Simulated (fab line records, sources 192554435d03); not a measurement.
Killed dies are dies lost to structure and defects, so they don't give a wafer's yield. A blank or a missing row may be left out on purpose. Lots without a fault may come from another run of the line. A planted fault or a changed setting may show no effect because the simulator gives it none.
Split-lot experiment | flow n5_finfet | 7 lots, 39 wafers read, on a route of 1938 steps

THE SPLIT
At N5_MOL_CONTACT_COAG_VIA_ETCH_46 (etches SiO2 in C4F6/O2, target depth 46 nm, overetch 9.2 nm, time 40 s), the setting target_depth_a was moved away from the recipe's 460 angstrom on 12 of the 39 wafers read, by -30.8% to +55.0%. The other wafers ran this setting at the recipe's value.

The reading is taken at the split's own step.

THE READING
SOC_of_MOL_CONTACT_COAG_COAT_75.thk_nm (the simulator's own value, which no gauge read), in nm, at N5_MOL_CONTACT_COAG_VIA_ETCH_46 (etches SiO2 in C4F6/O2, target depth 46 nm, overetch 9.2 nm, time 40 s). The file gives no usual value for it. The 27 wafers here that ran the recipe average 50.8 nm, standard deviation 0.24 nm.

wafer  | tool, chamber at the split | target_depth_a as run, angstrom | against the recipe | SOC_of_MOL_CONTACT_COAG_COAT_75.thk_nm, nm | against lot-mates on the recipe
L078.1 | rie_diel-03, 2,3           | 460                             | recipe             | 50.8                                       | -
L078.3 | rie_diel-03, 2,3           | 460                             | recipe             | 50.8                                       | -
L078.2 | rie_diel-03, 0             | 318.1                           | -30.8%             | 52.6                                       | +1.7
L078.4 | rie_diel-03, 1,3           | 318.1                           | -30.8%             | 52.4                                       | +1.5
L078.6 | rie_diel-03, 1,3           | 318.1                           | -30.8%             | 52.4                                       | +1.5
L078.5 | rie_diel-03, 0             | 460                             | recipe             | 51                                         | -
L083.1 | rie_diel-02, 0,1           | 460                             | recipe             | 50.6                                       | -
L083.4 | rie_diel-02, 0,1           | 460                             | recipe             | 50.6                                       | -
L083.3 | rie_diel-02, 3             | 460                             | recipe             | 50.4                                       | -
L084.1 | rie_diel-02, 2,1           | 460                             | recipe             | 50.6                                       | -
L084.5 | rie_diel-02, 2,1           | 460                             | recipe             | 50.6                                       | -
L084.2 | rie_diel-02, 3             | 460                             | recipe             | 50.2                                       | -
L084.3 | rie_diel-02, 1,0,0         | 460                             | recipe             | 50.8                                       | -
L084.4 | rie_diel-02, 1,0,0         | 460                             | recipe             | 50.8                                       | -
L084.6 | rie_diel-02, 1,0,0         | 460                             | recipe             | 50.8                                       | -
L086.1 | rie_diel-05, 0             | 712.8                           | +55.0%             | 48                                         | -3.1
L086.2 | rie_diel-05, 1,0           | 460                             | recipe             | 51.2                                       | -
L086.6 | rie_diel-05, 1,0           | 460                             | recipe             | 51.2                                       | -
L086.3 | rie_diel-05, 3             | 712.8                           | +55.0%             | 47.8                                       | -3.3
L086.5 | rie_diel-05, 3             | 712.8                           | +55.0%             | 47.8                                       | -3.3
L086.4 | rie_diel-05, 2             | 460                             | recipe             | 51                                         | -
L091.1 | rie_diel-02, 3,1,3         | 460                             | recipe             | 50.8                                       | -
L091.4 | rie_diel-02, 3,1,3         | 460                             | recipe             | 50.8                                       | -
L091.5 | rie_diel-02, 3,1,3         | 460                             | recipe             | 50.8                                       | -
L091.2 | rie_diel-02, 2             | 460                             | recipe             | 51                                         | -
L091.3 | rie_diel-02, 0             | 460                             | recipe             | 51.2                                       | -
L091.6 | rie_diel-02, 2             | 460                             | recipe             | 50.6                                       | -
L094.1 | rie_diel-03, 1             | 460                             | recipe             | 50.8                                       | -
L094.2 | rie_diel-03, 2             | 535.4                           | +16.4%             | 49.6                                       | -1.1
L094.6 | rie_diel-03, 2             | 535.4                           | +16.4%             | 49.6                                       | -1.1
L094.3 | rie_diel-03, 0,3           | 460                             | recipe             | 50.6                                       | -
L094.4 | rie_diel-03, 0,3           | 460                             | recipe             | 50.6                                       | -
L094.5 | rie_diel-03, 3             | 535.4                           | +16.4%             | 49.4                                       | -1.3
L097.1 | rie_diel-02, 3             | 460                             | recipe             | 50.4                                       | -
L097.2 | rie_diel-02, 2             | 654                             | +42.2%             | 48.2                                       | -2.4
L097.3 | rie_diel-02, 0             | 460                             | recipe             | 50.8                                       | -
L097.4 | rie_diel-02, 1             | 460                             | recipe             | 50.6                                       | -
L097.5 | rie_diel-02, 3             | 654                             | +42.2%             | 48                                         | -2.6
L097.6 | rie_diel-02, 0             | 654                             | +42.2%             | 48.6                                       | -2.0
Where a row lists several chambers, the file gives one row for several wafers and doesn't say which wafer went through which chamber.

THE FIT
A straight line over all 39 wafers: SOC_of_MOL_CONTACT_COAG_COAT_75.thk_nm changes by -0.0556 nm for each +1% of target_depth_a; r = -0.98; the points scatter about the line by 0.25 nm.
The same after taking each lot's own level away (the mean of its wafers on the recipe; 39 wafers): -0.057 nm for each +1%; r = -0.99; scatter 0.18 nm.
On that fit, the largest move of target_depth_a shifts the reading by 3.1 nm.
The lots' own levels span 50.53 to 51.13 nm, that is 2.5 times the standard deviation above.
So the lot-to-lot level changes the slope little: the two slopes agree.
Check: with one of the wafers moved furthest among these (+55.0%) left out of the fit, the line predicts -3.17 nm for it against its lot-mates. It came out at -3.13 nm against them.

OTHER SPLITS ON THESE WAFERS
These wafers also went through other splits before the reading. Each is held against what the fit with the lots' levels taken away leaves over:
other split on the same wafers                    | wafers away from the commonest value | r with SOC_of_MOL_CONTACT_COAG_COAT_75.thk_nm (lot level and that fit taken away)
N5_ZERO_LAYER_PECVD_02 time_s                     | 12                                   | -0.26
N5_PMOS_HMC_CHANNEL_EPI_DEVELOP_08 develop_time_s | 15                                   | +0.23
N5_SD_EPI_N_DEVELOP_08 develop_time_s             | 12                                   | +0.21

THE FILE'S OWN FIT
SOC_of_MOL_CONTACT_COAG_COAT_75.thk_nm changes by -0.0575 nm for each +1% of target_depth_a, r = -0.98.
